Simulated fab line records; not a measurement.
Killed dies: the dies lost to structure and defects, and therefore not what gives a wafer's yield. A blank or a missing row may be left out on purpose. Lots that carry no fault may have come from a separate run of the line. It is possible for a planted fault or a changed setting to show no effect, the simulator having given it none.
fab line records | flow nand_harc | part 1 of 2: steps 1 to 4 of 6
record: lots: 20 wafers: 60 last_day: 24
route steps=1159 shown P_M2@335 P_BONDPAD@352 A_CHANNEL_HOLE_D1@469
lots with no fault: from the same line, run without faults
start_h: hours from the record's first day to the start of the lot's first wafer shown | wait_h: hours elapsed since this lot's preceding step | " the same as in the row above | L1.1+2: one row covering several wafers at once | - no value present, or no start provided | * or withheld: withheld | < > ~ a bound
route shown NAME@n: names a module that has steps shown in the file, with the first one's number in the route | usual: mean and standard deviation over wafers with no fault | same: alike in all rows | chamber/n: place in a boat | sites: each site's reading | _std_site: the standard deviation of these | _edge_site: the outer-site mean with the inner-site mean subtracted | radius_mm: for every site, how far away it sits from the centre of the wafer | mask NAME#n: copy n | behind: tool/chamber where the wafer was last shaped | hold: what put the lot on hold/how long, in hours/how the hold closed | device: names the non-switching transistor (n, p or np) | end of line: at the end of the route, the tests of the same wafers | a step without rows: its recipe alone | killed: the dies lost at the first sort to structure and to defects; this is not the yield of the wafer | map: shows each die of a wafer: x if killed, . if not, _ if none is there
set.NAME: the setting that was run; set.NAME@STEP: the one run at that earlier step | model.NAME: the simulator's own value behind a step, which no gauge read
the route's steps for a sample of lots (tables are steps, rows are wafers)
services: a tool's chamber out of use, with start hour (start_h, from the record's first day; less than 0 if before it), hours out, and reason
== steps ==
step: NHARC_P_M2_STRIP_18
recipe: power_w: 1000 n2_flow_sccm: 150 h2_flow_sccm: 150 ar_flow_sccm: 0 bias_w: 0 chemistry: N2/H2
usual: drypump_motor_current_A: 5.9/0.37 h2_flow_sccm: 150.1/0.45 mfc_ar_sccm: 0.011/0.011 oes_product_au: 1.001/0.0083 power_w: 1000/3.1 rf_vpp_V: 90.5/0.93 showerhead_plenum_p_Torr: 2.04/0.1 throttle_valve_pct: 14.171/0.0087
columns lot.wafer tool chamber start_h wait_h drypump_motor_current_A h2_flow_sccm mfc_ar_sccm oes_product_au power_w rf_hours_counter_h rf_vpp_V showerhead_plenum_p_Torr throttle_valve_pct
L074.1 rie_diel-06 2 134.64 0.1 5.3 149.8 0.008 1.011 998 12 91.7 2.20 14.171
L074.4 " 3 " " 6.4 148.5 0.020 1.001 998 13 90.2 2.03 14.176
L074.6 " 0 " " 5.5 150.2 0 0.996 1001 - 89.3 1.89 14.170
L075.1 rie_diel-11 0 140.14 0.1 6.5 150.3 0.020 0.996 1003 35 89.8 1.89 14.150
L075.2 " 1 " " 5.9 150.2 0.006 1.005 1002 40 90.6 1.94 14.180
L075.4 " 2 " " 6.0 150.4 0 1.005 1004 41 89.0 1.89 14.163
L076.1 rie_diel-13 3 140.97 0.1 6.1 149.8 0.016 0.997 1003 1 89.8 1.97 14.167
L076.3 " 1 " " 6.5 151.0 0.019 1.000 1000 1 91.5 2.05 14.156
L076.5 " 2 " " 5.7 149.9 0 0.998 997 - 91.9 2.19 14.166
L077.3 rie_diel-06 0 154.91 0.1 5.5 150.5 0 0.983 1001 12 88.6 1.89 14.188
L077.5 " 1 " " 5.4 150.3 0.043 0.990 1000 - 90.5 2.06 14.182
L077.6 " 2 " " 5.3 149.7 0.008 0.995 998 - 91.3 2.19 14.177
L080.3 rie_diel-13 3 163.82 0.1 6.1 149.7 0.016 1.001 1004 2 90.6 1.97 14.174
L080.1 " 1 " " 6.5 149.3 0.019 1.002 999 2 90.0 2.05 14.181
L080.5 " 3 " " 6.1 149.8 0.016 1.005 1006 - 90.9 1.97 14.171
L081.3 rie_diel-13 2 164.47 0.1 5.8 149.9 0 1.011 1001 2 91.7 2.19 14.159
L081.2 " 3 " " 6.1 150.4 0.016 1.011 1005 2 90.2 1.97 14.182
L081.5 " 3 " " 6.1 150.4 0.016 1.004 995 - 88.8 1.97 14.181
L083.4 rie_diel-06 1 173.94 0.1 5.4 150.5 0.043 1.004 999 18 90.7 2.06 14.169
L083.2 " 2 " " 5.3 149.0 0.008 0.999 1001 19 90.6 2.19 14.192
L083.6 " 0 " " 5.5 150.0 0 1.000 1000 - 91.4 1.89 14.159
L084.4 rie_diel-06 2 174.95 0.1 5.3 150.5 0.008 0.989 1000 19 91.5 2.19 14.167
L084.2 " 3 " " 6.4 150.4 0.020 0.989 1000 20 89.1 2.03 14.156
L084.6 " 3 " " 6.4 150.1 0.020 0.980 998 - 90.8 2.03 14.168
L082.1 rie_diel-13 3 176.69 0.1 6.1 149.8 0.016 1.006 1003 3 90.7 1.97 14.179
L082.4 " 3 " " 6.1 150.3 0.016 1.013 1002 - 91.3 1.97 14.177
L082.5 " 1 " " 6.5 150.8 0.019 1.003 1001 - 89.2 2.05 14.173
L085.4 rie_diel-13 3 204.84 0.2 6.1 150.5 0.016 1.005 1005 4 90.4 1.97 14.183
L085.5 " 1 " " 6.5 149.6 0.019 1.007 1001 - 91.7 2.05 14.165
L085.6 " 2 " " 5.7 150.7 0 1.004 1004 - 91.0 2.19 14.183
L086.4 rie_diel-13 2 206.21 0.1 5.7 150.1 0 1.003 998 4 90.7 2.19 14.176
L086.2 " 1 " " 6.5 149.7 0.019 1.011 1000 4 90.5 2.05 14.165
L086.6 " 3 " " 6.1 150.0 0.016 1.006 1002 - 90.6 1.97 14.173
L088.1 rie_diel-13 0 220.16 0.1 5.6 150.0 0 0.993 997 3 91.4 1.95 14.174
L088.5 " 0 " " 5.6 150.1 0 0.992 999 - 91.5 1.95 14.177
L088.6 " 1 " " 6.4 149.6 0.019 0.996 997 - 90.5 2.05 14.173
L089.4 rie_diel-13 1 221.35 0.1 6.5 150.6 0.019 0.995 1003 4 91.2 2.05 14.160
L089.1 " 2 " " 5.7 149.8 0 1.004 1004 4 91.0 2.19 14.188
L089.5 " 1 " " 6.5 150.3 0.019 1.009 1003 - 90.5 2.05 14.154
L091.2 rie_diel-13 2 224.42 0.1 5.7 150.1 0 0.990 993 4 91.9 2.19 14.183
L091.1 " 3 " " 6.1 150.2 0.016 1.012 1004 5 90.7 1.97 14.166
L091.3 " 0 " " 5.6 150.2 0 1.002 1001 4 90.5 1.95 14.182
L090.3 rie_diel-11 0 226.39 0.1 6.5 149.9 0.020 0.998 995 9 90.9 2.22 14.174
L090.4 " 1 " " 5.9 150.4 0.006 1.006 999 - 91.2 1.93 14.154
L090.6 " 0 " " 6.5 149.5 0.020 0.990 998 - 92.3 2.22 14.188
L092.4 rie_diel-06 2 235.06 0.1 5.3 151.3 0.008 1.005 1003 30 91.8 2.19 14.171
L092.3 " 1 " " 5.4 150.3 0.043 0.998 996 30 89.8 2.06 14.168
L092.5 " 3 " " 6.4 149.6 0.020 0.983 999 - 90.8 2.03 14.182
L093.2 rie_diel-13 2 240.39 0.1 5.7 150.3 0 0.998 1004 5 90.5 2.19 14.166
L093.3 " 1 " " 6.4 149.9 0.019 0.995 997 5 90.2 2.05 14.174
L093.5 " 3 " " 6.1 149.6 0.016 1.004 997 - 89.6 1.97 14.167
L095.2 rie_diel-13 2 248.29 0.2 5.7 150.5 0 1.021 1003 5 90.7 2.19 14.171
L095.6 " 3 " " 6.1 150.2 0.016 1.011 999 - 89.5 1.97 14.167
L095.5 " 0 " " 5.6 150.2 0 0.997 998 - 88.9 1.95 14.167
L096.3 rie_diel-13 3 256.27 0.1 6.1 150.0 0.016 1.013 996 6 90.6 1.97 14.167
L096.6 " 2 " " 5.7 149.9 0 0.997 1002 - 90.4 2.19 14.176
L096.5 " 3 " " 6.1 150.2 0.016 0.994 998 - 89.5 1.97 14.178
L097.4 rie_diel-13 0 261.59 0.1 5.6 149.9 0 0.985 999 5 88.5 1.95 14.177
L097.1 " 2 " " 5.7 149.7 0 1.000 1003 6 91.7 2.19 14.178
L097.2 " 3 " " 6.1 149.4 0.016 0.998 1001 6 89.2 1.97 14.167
step: NHARC_P_M2_ETCH_28
recipe: target_depth_a: 300 over_etch_frac: 0.3 time_s: 72.99 ion_energy_ev: 150 cf4_flow_sccm: 50 n2_flow_sccm: 100 ar_flow_sccm: 150 rf_w: 300 bias_w: 100 chemistry: CF4/N2
usual: drypump_motor_current_A: 5.9/0.37 mfc_ar_sccm: 150.1/0.42 oes_product_au: 1.001/0.0082 rf_vpp_V: 314.2/2.2 showerhead_plenum_p_Torr: 2.63/0.12 throttle_valve_pct: 19.794/0.0086
columns lot.wafer tool chamber start_h wait_h drypump_motor_current_A mfc_ar_sccm oes_product_au rf_hours_counter_h rf_vpp_V showerhead_plenum_p_Torr throttle_valve_pct
L074.1 rie_diel-06 3 - - 6.4 149.9 0.993 13 313.8 2.62 19.793
L074.4 " 0 " " 5.5 150.1 0.986 10 312.5 2.45 19.804
L074.6 " 2 " " 5.3 150.5 1.001 - 317.2 2.81 19.788
L075.1 rie_diel-11 1 - - 6.0 150.0 1.003 40 313.3 2.51 19.802
L075.2 " 3 " " 5.5 150.3 0.994 42 314.3 2.72 19.795
L075.4 " 0 " " 6.5 150.7 0.981 35 311.4 2.45 19.803
L076.1 rie_diel-13 2 - - 5.7 149.8 1.005 1 315.0 2.80 19.792
L076.3 " 0 " " 5.6 150.2 0.988 1 313.1 2.51 19.805
L076.5 " 2 " " 5.7 149.7 1.002 - 316.6 2.80 19.773
L077.3 rie_diel-06 3 - - 6.4 149.9 0.996 15 314.4 2.62 19.797
L077.5 " 0 " " 5.5 149.4 0.996 - 311.7 2.45 19.797
L077.6 " 1 " " 5.4 150.0 0.987 - 315.0 2.65 19.803
L080.1 rie_diel-13 3 - - 6.1 149.7 1.002 2 313.3 2.54 19.790
L080.3 " 1 " " 6.5 150.2 1.003 2 313.8 2.64 19.796
L080.5 " 3 " " 6.1 149.9 0.995 - 312.2 2.54 19.811
L081.3 rie_diel-13 1 - - 6.5 149.7 1.000 2 313.7 2.64 19.792
L081.2 " 2 " " 5.8 149.8 0.994 2 316.5 2.80 19.792
L081.5 " 3 " " 6.1 150.7 0.984 - 311.6 2.54 19.803
L083.2 rie_diel-06 1 - - 5.4 149.6 0.993 19 315.2 2.65 19.803
L083.4 " 3 " " 6.4 150.7 0.995 20 314.0 2.61 19.794
L083.6 " 0 " " 5.5 150.0 0.998 - 310.7 2.44 19.782
L084.2 rie_diel-06 3 - - 6.4 149.5 0.995 20 313.6 2.61 19.793
L084.4 " 1 " " 5.4 149.8 1.007 19 314.9 2.65 19.799
L084.6 " 0 " " 5.5 150.7 0.996 - 311.1 2.44 19.791
L082.1 rie_diel-13 3 - - 6.1 150.3 1.003 3 312.8 2.54 19.797
L082.4 " 1 " " 6.5 149.2 1.014 - 313.3 2.64 19.795
L082.5 " 3 " " 6.1 151.0 1.002 - 312.8 2.54 19.792
L085.4 rie_diel-13 3 - - 6.1 150.4 1.009 4 312.3 2.54 19.791
L085.6 " 3 " " 6.1 150.0 1.005 - 313.2 2.54 19.798
L085.5 " 0 " " 5.6 150.7 0.993 - 311.1 2.51 19.790
L086.4 rie_diel-13 3 - - 6.1 148.9 1.012 4 312.8 2.54 19.800
L086.2 " 0 " " 5.6 149.2 1.001 3 312.7 2.51 19.786
L086.6 " 3 " " 6.1 149.2 1.012 - 313.7 2.54 19.799
L088.1 rie_diel-13 0 - - 5.6 149.9 1.001 3 313.2 2.51 19.790
L088.6 " 3 " " 6.1 150.0 1.020 - 313.8 2.54 19.794
L088.5 " 0 " " 5.6 149.8 1.001 - 312.5 2.51 19.790
L089.1 rie_diel-13 0 - - 5.6 150.1 1.007 3 313.0 2.51 19.786
L089.4 " 1 " " 6.5 150.1 1.004 4 314.8 2.64 19.792
L089.5 " 2 " " 5.7 150.5 1.016 - 316.8 2.80 19.805
L091.3 rie_diel-13 3 - - 6.1 150.2 1.011 5 312.3 2.54 19.793
L091.2 " 0 " " 5.6 149.9 1.000 4 312.9 2.51 19.777
L091.1 " 1 " " 6.5 149.7 1.004 4 313.9 2.64 19.786
L090.3 rie_diel-11 1 - - 5.9 149.8 1.006 10 312.1 2.50 19.790
L090.6 " 2 " " 5.9 150.2 0.997 - 317.3 2.84 19.774
L090.4 " 1 " " 5.9 149.9 1.002 - 312.0 2.50 19.798
L092.3 rie_diel-06 2 - - 5.3 149.8 1.005 30 317.3 2.80 19.788
L092.4 " 3 " " 6.4 150.1 0.993 32 314.2 2.61 19.787
L092.5 " 1 " " 5.4 149.9 1.003 - 313.9 2.65 19.799
L093.2 rie_diel-13 2 - - 5.7 149.8 1.008 5 316.3 2.80 19.790
L093.3 " 3 " " 6.1 150.5 1.005 5 313.0 2.54 19.799
L093.5 " 2 " " 5.7 149.4 0.996 - 316.5 2.80 19.795
L095.2 rie_diel-13 1 - - 6.5 149.9 0.999 5 314.4 2.64 19.793
L095.5 " 1 " " 6.5 150.3 0.998 - 314.8 2.64 19.802
L095.6 " 2 " " 5.8 150.7 1.007 - 317.7 2.80 19.791
L096.3 rie_diel-13 3 - - 6.1 150.1 1.017 6 312.8 2.54 19.795
L096.5 " 1 " " 6.5 150.4 0.996 - 314.3 2.64 19.795
L096.6 " 2 " " 5.8 150.3 1.000 - 316.9 2.80 19.787
L097.2 rie_diel-13 2 - - 5.7 150.3 0.999 6 316.2 2.80 19.796
L097.4 " 0 " " 5.6 150.2 0.989 5 312.5 2.51 19.785
L097.1 " 1 " " 6.5 150.4 0.990 6 313.5 2.64 19.790
step: NHARC_P_BONDPAD_CMP_32
recipe: target_thk_nm: 200 material: SiCN
usual: motor_current_A: 12.1/1.5 slurry_flow_ml_min: 150.1/0.45
columns lot.wafer tool chamber start_h wait_h motor_current_A slurry_flow_ml_min
L074.4 cmp-02 1 137.76 - 9.7 150.0
L074.1 " 3 " " 12.0 149.7
L074.6 " 2 " " 11.1 150.5
L075.2 cmp-03 3 143.29 - 11.5 150.0
L075.4 " 0 " " 12.8 149.6
L075.1 " 2 " " 12.7 149.4
L076.3 cmp-03 1 144.16 - 15.0 150.7
L076.1 " 2 " " 13.0 150.0
L076.5 " 3 " " 11.6 150.7
L077.3 cmp-04 2 158.01 - 9.8 149.9
L077.6 " 2 " " 10.8 150.1
L077.5 " 3 " " 11.5 150.1
L080.3 cmp-03 3 167.14 0.3 11.5 149.8
L080.1 " 2 " " 13.4 149.7
L080.5 " 3 " " 11.1 150.7
L081.2 cmp-04 0 167.65 - 11.1 150.6
L081.3 " 1 " " 11.5 151.2
L081.5 " 0 " " 11.2 149.9
L083.4 cmp-02 1 177.38 - 9.4 149.9
L083.2 " 2 " " 11.1 150.3
L083.6 " 3 " " 11.5 149.6
L084.2 cmp-03 0 178.91 - 12.7 149.6
L084.4 " 1 " " 14.9 150.1
L084.6 " 0 " " 12.7 150.1
L082.1 cmp-03 2 180.01 - 12.7 150.4
L082.4 " 1 " " 14.4 149.8
L082.5 " 2 " " 12.6 150.2
L085.4 cmp-03 0 208.10 - 13.6 150.7
L085.6 " 1 " " 14.6 151.0
L085.5 " 2 " " 12.4 150.2
L086.4 cmp-03 2 209.42 - 12.6 149.7
L086.2 " 0 " " 12.2 150.3
L086.6 " 1 " " 14.9 150.9
L088.1 cmp-04 3 223.33 - 12.0 150.6
L088.6 " 3 " " 11.8 151.4
L088.5 " 0 " " 11.9 150.2
L089.1 cmp-03 3 224.65 - 11.9 151.4
L089.4 " 1 " " 14.7 150.2
L089.5 " 3 " " 11.1 150.3
L091.3 cmp-04 1 227.65 - 12.1 149.1
L091.1 " 2 " " 10.8 150.6
L091.2 " 3 " " 12.0 149.5
L090.3 cmp-03 1 229.56 - 14.9 150.3
L090.4 " 3 " " 12.1 149.8
L090.6 " 1 " " 15.0 149.9
L092.4 cmp-02 3 239.08 - 12.0 149.9
L092.3 " 0 " " 12.8 150.6
L092.5 " 0 " " 13.5 150.6
L093.2 cmp-03 1 243.81 - 13.9 150.1
L093.3 " 3 " " 11.6 150.0
L093.5 " 1 " " 14.1 150.2
L095.2 cmp-02 3 251.62 - 12.0 149.5
L095.5 " 0 " " 13.2 149.9
L095.6 " 1 " " 9.2 149.4
L096.3 cmp-03 3 259.47 - 11.4 150.3
L096.6 " 1 " " 14.9 150.8
L096.5 " 2 " " 12.9 149.8
L097.2 cmp-02 1 264.80 - 9.0 150.2
L097.4 " 2 " " 11.5 150.4
L097.1 " 0 " " 14.4 149.3
step: NHARC_P_BONDPAD_ETCH_24
recipe: target_depth_a: 300 over_etch_frac: 0.3 time_s: 72.99 ion_energy_ev: 150 cf4_flow_sccm: 50 n2_flow_sccm: 100 ar_flow_sccm: 150 rf_w: 300 bias_w: 100 chemistry: CF4/N2
usual: drypump_motor_current_A: 5.7/0.36 mfc_ar_sccm: 150.0/0.44 oes_product_au: 1.001/0.013 rf_vpp_V: 313.9/2.2 showerhead_plenum_p_Torr: 2.61/0.12 throttle_valve_pct: 19.794/0.009
columns lot.wafer tool chamber start_h wait_h drypump_motor_current_A mfc_ar_sccm oes_product_au rf_hours_counter_h rf_vpp_V showerhead_plenum_p_Torr throttle_valve_pct
L074.4 rie_diel-09 1 - - 4.8 150.5 0.988 15 316.1 2.75 19.802
L074.1 " 3 " " 5.7 149.6 0.996 14 312.0 2.50 19.798
L074.6 " 0 " " 5.4 151.0 0.977 - 314.2 2.60 19.796
L075.4 rie_diel-04 3 - - 5.5 150.2 1.002 2 310.2 2.47 19.795
L075.2 " 0 " " 6.3 150.4 1.010 2 316.0 2.76 19.799
L075.1 " 1 " " 5.4 150.7 1.008 2 317.5 2.75 19.792
L076.3 rie_diel-04 2 - - 6.0 149.5 1.022 2 311.2 2.52 19.790
L076.1 " 0 " " 6.3 149.4 1.006 3 315.8 2.76 19.806
L076.5 " 1 " " 5.5 150.2 1.000 - 316.8 2.75 19.802
L077.3 rie_diel-04 2 - - 6.0 150.6 1.028 4 312.8 2.52 19.788
L077.5 " 0 " " 6.3 150.6 1.007 - 314.7 2.76 19.789
L077.6 " 1 " " 5.5 149.7 1.002 - 315.6 2.75 19.797
L080.1 rie_diel-04 3 - - 5.5 149.7 0.982 5 310.9 2.47 19.775
L080.3 " 0 " " 6.3 150.3 0.993 5 315.8 2.76 19.789
L080.5 " 3 " " 5.5 149.6 0.990 - 311.5 2.47 19.801
L081.3 rie_diel-04 3 - - 5.5 150.0 0.991 5 310.1 2.47 19.798
L081.2 " 1 " " 5.5 149.9 0.994 5 317.4 2.75 19.789
L081.5 " 3 " " 5.5 150.4 0.991 - 312.2 2.47 19.788
L083.2 rie_diel-04 0 179.00 0.2 6.2 150.0 0.999 6 316.3 2.76 19.804
L083.4 " 1 " " 5.5 149.4 0.997 - 316.0 2.75 19.802
L083.6 " 3 " " 5.5 150.2 0.986 - 312.0 2.47 19.782
L084.2 rie_diel-04 0 - - 6.3 150.3 1.002 6 317.4 2.76 19.793
L084.4 " 1 " " 5.4 149.3 0.989 6 315.5 2.75 19.804
L084.6 " 3 " " 5.5 149.6 0.983 - 312.4 2.47 19.797
L082.4 rie_diel-04 3 - - 5.5 150.2 0.978 6 310.7 2.47 19.808
L082.1 " 0 " " 6.3 149.8 0.992 6 317.2 2.76 19.797
L082.5 " 2 " " 6.0 149.6 1.023 - 312.8 2.52 19.791
L085.5 rie_diel-04 2 209.66 0.1 6.0 149.8 1.018 - 312.1 2.52 19.795
L085.4 " 3 " " 5.5 150.1 0.982 - 310.7 2.47 19.769
L085.6 " 1 " " 5.5 149.8 0.996 - 315.1 2.74 19.788
L086.2 rie_diel-04 1 210.95 0.2 5.5 149.9 0.990 9 316.1 2.74 19.784
L086.4 " 3 " " 5.5 149.3 0.978 - 312.0 2.47 19.791
L086.6 " 1 " " 5.5 150.0 0.989 - 314.4 2.74 19.797
L088.1 rie_diel-04 3 - - 5.5 149.8 0.988 12 310.6 2.46 19.799
L088.5 " 2 " " 6.0 149.8 1.023 - 314.1 2.52 19.797
L088.6 " 3 " " 5.5 149.5 0.990 - 311.6 2.46 19.808
L089.4 rie_diel-10 2 - - 5.3 150.6 1.007 15 313.5 2.58 19.803
L089.1 " 1 " " 5.1 150.3 0.997 14 317.4 2.71 19.791
L089.5 " 3 " " 6.2 149.7 1.012 - 311.5 2.46 19.800
L091.3 rie_diel-04 1 - - 5.5 149.1 1.005 12 316.6 2.74 19.780
L091.1 " 2 " " 6.0 150.6 1.013 12 312.2 2.52 19.783
L091.2 " 3 " " 5.5 149.7 0.990 12 311.7 2.46 19.794
L090.4 rie_diel-10 0 - - 5.3 150.4 0.998 16 314.4 2.64 19.801
L090.3 " 2 " " 5.3 150.3 1.006 16 312.7 2.58 19.786
L090.6 " 1 " " 5.1 150.2 1.010 - 315.4 2.71 19.803
L092.4 rie_diel-04 3 - - 5.5 149.7 0.997 14 311.8 2.46 19.804
L092.3 " 1 " " 5.5 150.1 0.991 14 316.4 2.74 19.796
L092.5 " 3 " " 5.5 150.0 0.980 - 312.2 2.46 19.779
L093.3 rie_diel-04 1 - - 5.5 149.9 1.002 14 317.2 2.74 19.799
L093.2 " 0 " " 6.3 150.1 1.018 12 316.8 2.76 19.795
L093.5 " 2 " " 6.0 149.4 1.012 - 312.2 2.52 19.790
L095.2 rie_diel-04 3 253.19 0.2 5.5 150.0 0.986 15 311.6 2.46 19.794
L095.6 " 3 " " 5.5 149.8 0.989 - 312.5 2.46 19.782
L095.5 " 1 " " 5.4 149.9 0.980 - 317.0 2.74 19.790
L096.3 rie_diel-04 3 261.28 0.2 5.5 149.1 0.997 16 312.1 2.46 19.797
L096.6 " 2 " " 6.0 150.8 1.012 - 312.1 2.52 19.783
L096.5 " 3 " " 5.5 149.1 0.995 - 311.3 2.46 19.803
L097.4 rie_diel-09 3 - - 5.7 149.7 1.021 1 312.0 2.48 19.792
L097.1 " 1 " " 4.8 149.7 0.989 1 315.7 2.73 19.810
L097.2 " 2 " " 5.5 150.3 1.017 1 311.8 2.63 19.815
